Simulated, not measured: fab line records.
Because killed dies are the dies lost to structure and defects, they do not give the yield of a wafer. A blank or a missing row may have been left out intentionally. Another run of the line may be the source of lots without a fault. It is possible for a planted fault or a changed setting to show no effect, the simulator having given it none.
Chamber matching | flow nand harc | 3 sister chambers for NHARC_A_M0_PRE_CLEAN_31 on pecvd-04
The step time 12 s. 6 wafers are shown with their chamber, then 7 later ones without.

WAFERS WITH THEIR CHAMBER
wafer  | chamber | heater power outer w (W) | heater power w (W)
L078.6 | 1       | 411                      | 777
L082.1 | 2       | 424                      | 753
L082.3 | 0       | 316                      | 620
L082.5 | 1       | 378                      | 730
L087.1 | 2       | 395                      | 655
L087.5 | 0       | 315                      | 625

WAFERS MISSING THEIR CHAMBER
wafer  | heater power outer w (W) | heater power w (W)
L087.6 | 438                      | 810
L094.3 | 361                      | 712
L094.4 | 448                      | 748
L094.6 | 369                      | 685
L093.2 | 377                      | 654
L093.4 | 387                      | 649
L093.5 | 391                      | 724

EACH ONE'S CHAMBER
wafer  | from the rows above          | in truth
L087.6 | can't be placed: 1 or 2      | 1
L094.3 | can't be placed: 1 or 2 or 0 | 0
L094.4 | can't be placed: 2 or 1      | 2
L094.6 | can't be placed: 1 or 2 or 0 | 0
L093.2 | can't be placed: 2 or 1 or 0 | 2
L093.4 | can't be placed: 2 or 1      | 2
L093.5 | can't be placed: 1 or 2      | 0
Correct placement for 0 of the 7. From these rows, 7 cannot be placed; in 6 the true chamber is one of the candidates. Number placed wrongly: 0.
How it was worked out, from the rows above alone: a wafer's distance from a chamber is the root of the sum, over the readings, of the square of ((its reading less the chamber's mean) divided by the reading's scatter). The wafer belongs to the nearest chamber; if the next one is less than 2 further off, it can't be placed. For every chamber, the mean is computed from those of its wafers that are shown. The scatter: take each reading less its chamber's mean, square it, sum over the shown wafers, divide by the number of wafers less the number of chambers, and take the root.
